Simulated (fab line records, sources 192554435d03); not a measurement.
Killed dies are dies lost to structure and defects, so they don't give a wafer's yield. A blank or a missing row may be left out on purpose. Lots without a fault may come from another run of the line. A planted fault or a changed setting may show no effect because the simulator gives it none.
A struck lot beside a sound one | flow n5_finfet | 15 steps out of a route of 1938
Sound: wafers L444.1, L444.2, L444.6. Struck: wafer L451.3. (L451.1, L451.2 of the same lot were not struck and are left out.) The cause comes at the end.
At each step with rows: each side's tool, then ch and its chambers, then its first start. Under that, the readings that differ: sound wafers | struck wafers | difference of the means | sigmas: that difference in standard deviations of wafers without a fault.
alike: readings whose means differ by less than 2 such deviations, and words and numbers that are the same on both sides. not compared: withheld readings, readings that some wafer has no value for, bounds like >300 that may hide the same value, and numbers for which the record gives no deviation and whose values overlap.
The two part at a step that has a row with sigmas, a row that says differs or no value, or rows on one side only. Numbers that don't overlap but have no deviation are shown without sigmas and don't part them. A reading that every wafer of one side lacks parts them only if that side has two wafers or more.

first, 4 steps without rows for these wafers: N5_BEOL_M2_SOFTBAKE_23 (time 60 s); N5_BEOL_M2_EXPOSE_25 (exposes mask V1, defocus 5 nm); N5_BEOL_M2_PEB_26 (peb time 60 s); N5_BEOL_M2_DEVELOP_27 (develop time 30 s).
N5_BEOL_M2_CD_MEAS_28: target cd 26.2 nm, target cd y 24.1 nm.
  sound on cd_sem-01 ch 0, day 7 00:54; struck on cd_sem-01 ch 0, day 8 14:13
  alike: cd_nm
N5_BEOL_M2_OVL_MEAS_29:
  sound on overlay-01 ch 0, day 7 00:56; struck on overlay-02 ch 0, day 8 14:14
  alike: V1_OVL
N5_BEOL_M2_INSPECT_30: inspects for defects (brightfield).
  sound on defect_inspect-02, day 7 00:59; struck on defect_inspect-01, day 8 14:18
  alike: raw_defect_count
N5_BEOL_M2_DESCUM_33: chemistry O2, time 7 s.
  sound on rie_diel-04 ch 2,3, day 7 01:01; struck on rie_diel-02 ch 2, day 8 14:20
  reading                         | sound             | struck | difference | sigmas
  drypump_motor_current_A (A)     | 5.7 5.0 4.9       | 6.6    | +1.4       | +3
  rf_vpp_V (V)                    | 245.7 245.9 246.3 | 242.5  | -3.5       | -3
  showerhead_plenum_p_Torr (Torr) | 2.17 2.24 2.24    | 2.02   | -0.20      | -3
  alike: oes_product_au, throttle_valve_pct
  not compared: rf_hours_counter_h
N5_BEOL_M2_ETCH_77: etches underlayer in N2/H2, target depth 6.5 nm, time 5.2 s.
  sound on rie_diel-04 ch 2,3, day 7 01:04; struck on rie_diel-02 ch 2, day 8 14:22
  reading                         | sound          | struck | difference | sigmas
  drypump_motor_current_A (A)     | 5.7 5.0 5.0    | 6.6    | +1.4       | +3
  showerhead_plenum_p_Torr (Torr) | 2.64 2.71 2.71 | 2.43   | -0.26      | -3
  alike: etch_rf_on_time_s, oes_product_au, rf_fwd_power_W, rf_vpp_V, throttle_valve_pct
  not compared: rf_hours_counter_h
N5_BEOL_M2_ETCH_69: etches SiARC in CF4, target depth 15.6 nm, time 26 s.
  sound on rie_diel-04 ch 2,3, day 7 01:04; struck on rie_diel-02 ch 2, day 8 14:23
  reading                         | sound          | struck | difference | sigmas
  drypump_motor_current_A (A)     | 5.7 5.0 5.0    | 6.6    | +1.4       | +3
  showerhead_plenum_p_Torr (Torr) | 2.23 2.27 2.27 | 2.05   | -0.21      | -3
  alike: etch_rf_on_time_s, oes_product_au, rf_fwd_power_W, rf_vpp_V, throttle_valve_pct
  not compared: rf_hours_counter_h
N5_BEOL_M2_ALD_98: deposits SiO2, target thk 2.5 nm, pulse time 1 s, co reactant pulse time 1 s.
  sound on ald_sin-02 ch 1,2,3, day 7 01:10; struck on ald_sin-03 ch 3, day 8 14:42
  alike: heater_power_w, precursor_pulse_height_rel
N5_BEOL_M2_ETCHBACK_99: etches SiO2 in CHF3, target depth 5 nm, time 10.4 s.
  sound on rie_diel-04 ch 0,2, day 7 06:56; struck on rie_diel-04 ch 3, day 8 14:49
  alike: drypump_motor_current_A, oes_product_au, rf_vpp_V, showerhead_plenum_p_Torr, throttle_valve_pct
  not compared: rf_hours_counter_h
N5_BEOL_M2_ETCH_70: etches SOC in N2/H2, target depth 80 nm, overetch 24 nm, time 130 s.
  sound on rie_diel-04 ch 0,2, day 7 06:58; struck on rie_diel-04 ch 3, day 8 14:51
  reading                                    | sound             | struck | difference | sigmas
  rf_fwd_power_W (W)                         | 833.2 837.6 832.0 | 633.9  | -200.4     | -72
  rf_vpp_V (V)                               | 525.9 523.6 526.7 | 579.2  | +53.8      | +22
  model.SiARC_of_BEOL_M2_COAT_68.thk_nm (nm) | 5.8 6 5.8         | 6.6    | +0.7       |
  alike: drypump_motor_current_A, oes_product_au, showerhead_plenum_p_Torr, throttle_valve_pct
  not compared: rf_hours_counter_h
then, 1 step without rows for these wafers: N5_BEOL_M2_STRIP_71 (strips in N2/H2).
N5_BEOL_M4_RC_MEAS_101:
  sound on prober-01 ch 0, day 8 15:06; struck on prober-02 ch 0, day 9 21:35
  alike: DIBL_N, DIBL_P, IOFF_N, IOFF_P, ION_N, ION_P, SS_N, SS_P, VT_N, VT_P

WHERE THEY PART
First at N5_BEOL_M2_DESCUM_33; last, within this record, at N5_BEOL_M2_ETCH_70. Later steps at which nothing parts them and some readings are alike: N5_BEOL_M4_RC_MEAS_101.

WHY: what the simulator had put in
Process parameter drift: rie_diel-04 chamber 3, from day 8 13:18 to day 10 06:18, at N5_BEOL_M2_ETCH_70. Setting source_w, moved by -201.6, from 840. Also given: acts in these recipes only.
